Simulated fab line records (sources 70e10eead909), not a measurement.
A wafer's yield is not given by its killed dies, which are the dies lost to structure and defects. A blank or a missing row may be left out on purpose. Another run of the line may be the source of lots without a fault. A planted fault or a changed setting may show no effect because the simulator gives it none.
Code-filled problem report in 8D (eight disciplines) form / flow nandHarc / the parts of the form that need people (team, actions taken, sign-off) are left out

## 1. THE ISSUE
Mean of cathodeDcPowerW at NHARC_A_M0_PVD_20: 15927 W across 2 wafers in 2 lots; on wafers with no fault it is 15001 W (standard deviation 2.8). That is +99 or more standard deviations from the usual mean.
The step: deposits TaN, target thk 5 nm, time 8.06 s.
First observed at day 25 02:27: wafer L634.5, on pvdSputter-02. At this step, 36 wafers from 12 lots have a number in the record. Rule for "out" (also "out of limits"): further than 4 standard deviations from the usual mean. Any other wafer with a number is counted as sound.

## 2. WHAT THIS IS AND IS NOT
question=which readings at this step | is=cathodeDcPowerW | is not=throttleValvePct
question=which lots | is=L634, L637 | is not=L629, L631, L635, L639, L645, L647, L649, L650, L651, L652
question=which wafers of those lots | is=L634.5, L637.6 | is not=L634.3, L634.6, L637.1, L637.2
question=read on which tools | is=pvdSputter-02 | is not=pvdSputter-01, pvdSputter-03
question=when | is=from day 25 02:27 | is not=up to then (8 sound wafers); but 26 sound wafers of L635, L637, L639, L645, L647, L649, L650, L651, L652 came after

## 3. SUSPECTS, AND WHAT RULES EACH OUT
Counting: any tool at a process step up to the reading remains a suspect provided it ran every lot that is out. Sound lots after the first of them don't rule it out here, since some wafers of a struck lot are sound.
- pvdSputter-02 at NHARC_A_M0_PVD_20 (deposits TaN, target thk 5 nm, time 8.06 s): kept. It ran every lot that is out, first L634 (day 25 02:27); its last sound lot up to then is L631 (day 23 12:26). Its own readings are out on those wafers: cathodeDcPowerW.
After counting, what remains is pvdSputter-02 at NHARC_A_M0_PVD_20.

## 4. THE CAUSE (what the simulator had put in)
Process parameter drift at NHARC_A_M0_PVD_20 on pvdSputter-02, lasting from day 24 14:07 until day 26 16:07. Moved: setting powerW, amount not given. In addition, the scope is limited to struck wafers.
This tool alone remained once counting was done.

## 5. SEQUENCE OF EFFECTS, ordered by route
Rows list readings where the struck wafers' mean (over those with a number) sits beyond 3 standard deviations from the usual. Scope: only readings with a usual standard deviation given in the record; hours: median across lots of the time from each lot's start at the first step in this table that gives one to its start at this step; sigmas: change in usual standard deviations.
hours=0; step=NHARC_A_M0_PVD_20; reading=cathodeDcPowerW; usual=15001 W; on struck wafers=15927; change=+926; sigmas=+99 or more
Process steps it contains:
- NHARC_A_M0_PVD_20: deposits TaN, target thk 5 nm, time 8.06 s.

## 6. WHAT WOULD HAVE CAUGHT IT SOONER
First out-of-limits reading in this record: day 25 02:27, which is 12 hours after fault onset at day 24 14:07.
